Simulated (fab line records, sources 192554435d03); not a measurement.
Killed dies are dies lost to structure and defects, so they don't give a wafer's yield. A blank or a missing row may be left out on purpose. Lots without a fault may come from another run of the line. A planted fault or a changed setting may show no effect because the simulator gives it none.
A struck lot beside a sound one | flow n5_finfet | 35 steps out of a route of 1938
Sound: wafers L875.2, L875.5, L875.6. Struck: wafer L884.4. (L884.1, L884.6 of the same lot were not struck and are left out.) The cause comes at the end.
At each step with rows: each side's tool, then ch and its chambers, then its first start. Under that, the readings that differ: sound wafers | struck wafers | difference of the means | sigmas: that difference in standard deviations of wafers without a fault.
alike: readings whose means differ by less than 2 such deviations, and words and numbers that are the same on both sides. not compared: withheld readings, readings that some wafer has no value for, bounds like >300 that may hide the same value, and numbers for which the record gives no deviation and whose values overlap.
The two part at a step that has a row with sigmas, a row that says differs or no value, or rows on one side only. Numbers that don't overlap but have no deviation are shown without sigmas and don't part them. A reading that every wafer of one side lacks parts them only if that side has two wafers or more.

first, 11 steps without rows for these wafers: N5_BEOL_M8_HM_STRIP_39 (strips TiN in peroxide tin strip, target depth 25 nm, time 158 s); N5_BEOL_M8_SRD_40 (time 30 s); N5_BEOL_M8_PRECLEAN_42 (cleans in residue remover, time 60 s); N5_BEOL_M8_SRD_43 (time 30 s); N5_BEOL_M8_CURE_75 (cures SiCOH lowk, time 120 s); N5_BEOL_M8_DEGAS_44 (time 60 s); N5_BEOL_M8_PRE_CLEAN_45 (time 30 s); N5_BEOL_M8_ALD_77 (deposits TaN, target thk 2 nm, pulse time 2 s, purge time 3 s); N5_BEOL_M8_SURFACE_TREAT_79; N5_BEOL_M8_CVD_78 (deposits Co from CCTBA/H2, target thk 2 nm, time 142.3 s); N5_BEOL_M8_SPUTTER_48 (material Cu, target thk 10 nm, time 1.667 s).
N5_BEOL_M8_ECD_50: material Cu, target thk 300 nm.
  sound on ecd_cu-01 ch 0,1, day 12 09:17; struck on ecd_cu-02 ch 0,1, day 15 05:59
then, 22 steps without rows for these wafers: N5_BEOL_M8_ANNEAL_51 (time 90 s); N5_BEOL_M8_CMP_52 (polishes, stops on SiCOH lowk, t overpolish 6.9 s, target thk 80 nm); N5_BEOL_M8_PRE_CLEAN_55 (time 15 s); N5_BEOL_M8_DEP_56 (deposits SiCN from 3MS/NH3, target thk 10 nm, time 17.5 s); N5_BEOL_M9_ILD_DEP_00 (deposits SiCOH lowk from DEMS/porogen, target thk 308.51 nm, time 58 s); N5_BEOL_M9_CURE_71 (cures SiCOH lowk, time 240 s); N5_BEOL_M9_PECVD_70 (deposits SiO2 from TEOS/O2, target thk 20 nm, time 22.7 s); N5_BEOL_M9_HM_DEP_02 (deposits TiN, target thk 20 nm); N5_BEOL_M9_COAT_59 (time 60 s, resist thk 100 nm); N5_BEOL_M9_COAT_60 (time 60 s, resist thk 30 nm); N5_BEOL_M9_COAT_05 (resist thk 90 nm); N5_BEOL_M9_EBR_07; N5_BEOL_M9_SOFTBAKE_06 (time 60 s); N5_BEOL_M9_EXPOSE_08 (exposes mask M9); N5_BEOL_M9_PEB_09 (peb time 60 s); N5_BEOL_M9_DEVELOP_10 (develop time 30 s); N5_BEOL_M9_DESCUM_16 (chemistry O2, time 7.9 s); N5_BEOL_M9_ETCH_61 (etches SiARC in CF4, target depth 39 nm, time 65 s); N5_BEOL_M9_ETCH_62 (etches SOC in N2/H2, target depth 110 nm, overetch 22 nm, time 165 s); N5_BEOL_M9_STRIP_68 (strips in N2/H2); N5_BEOL_M9_STRIP_67 (strips in CF4); N5_BEOL_M9_HM_OPEN_17 (chemistry Cl2/BCl3, target TiN, target depth 20 nm, overetch 6 nm).
-- the record jumps here: 3 days lie between the struck wafers' starts before and after (it left off in module BEOL_M9 and takes up again in module PASSIVATION, whose first step shown is number 1936 of the route) --
N5_PASSIVATION_PROBE_49:
  the record has rows for the struck wafers here (prober-01, day 18 02:01) and none for the sound ones

WHERE THEY PART
Only at N5_PASSIVATION_PROBE_49, within this record.

WHY: what the simulator had put in
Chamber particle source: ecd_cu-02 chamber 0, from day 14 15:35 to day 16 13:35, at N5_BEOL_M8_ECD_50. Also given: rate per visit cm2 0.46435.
